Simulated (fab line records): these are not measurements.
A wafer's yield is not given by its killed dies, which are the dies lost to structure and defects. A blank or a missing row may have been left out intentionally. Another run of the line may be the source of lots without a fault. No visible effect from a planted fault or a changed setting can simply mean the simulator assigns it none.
Which of the tools did it? + flow nandHarc + 12 lots (36 wafers sampled), 1 step of a 1302-step route

== WHAT THE GAUGES READ, wafer by wafer ==
NHARC_A_M1_THK_MEAS_24: measures by xrf.
| lot  | measured     | on           | thkNm (nm)        |
|------|--------------|--------------|-------------------|
| L075 | day 23 05:59 | filmMetro-01 | 151.6 151.5 153.1 |
| L076 | day 24 01:15 | filmMetro-01 | 154.4 152.2 152.9 |
| L079 | day 24 17:27 | filmMetro-02 | 155.8 154.9 154.4 |
| L081 | day 25 13:40 | filmMetro-02 | 155.4 152.9 154.0 |
| L083 | day 26 15:11 | filmMetro-02 | 154.3 151.3 155.3 |
| L085 | day 27 16:44 | filmMetro-01 | 152.0 155.0 154.5 |
| L087 | day 28 05:59 | filmMetro-02 | 153.0 155.5 153.5 |
| L088 | day 29 08:31 | filmMetro-01 | 154.5 156.2 155.1 |
| L090 | day 30 10:22 | filmMetro-01 | 156.2 156.2 156.2 |
| L095 | day 31 04:47 | filmMetro-01 | 154.5 156.7 157.8 |
| L094 | day 31 09:38 | filmMetro-01 | 156.4 156.3 152.9 |
| L097 | day 32 15:29 | filmMetro-02 | 157.1 155.3 158.4 |

== WHICH TOOL RAN EACH LOT (tool, then ch and the chambers of the sampled wafers, then the start) ==
The record shows no process step preceding these readings.

== THE ANSWER, worked out from the rows above alone ==
Rule: what is usual is taken from the lots themselves. The widest of any qualifying gaps counts: lots, ordered by their means at a reading, are off when they make up no more than a third of the lots, leave a main group of 4 or more, and stand apart from it by 3 or more times the standard deviation of that group's means. A main group whose means are all the same, to the digits that the tables above print for the reading, isn't used. Also off: a lot with no number at a reading for which 4 or more lots have one. Where the step has rows for the other lots, those lots are counted as sound.
No lot is off on any of the readings shown, so nothing can be concluded from this.

== WHAT THE SIMULATOR HAD INSERTED ==
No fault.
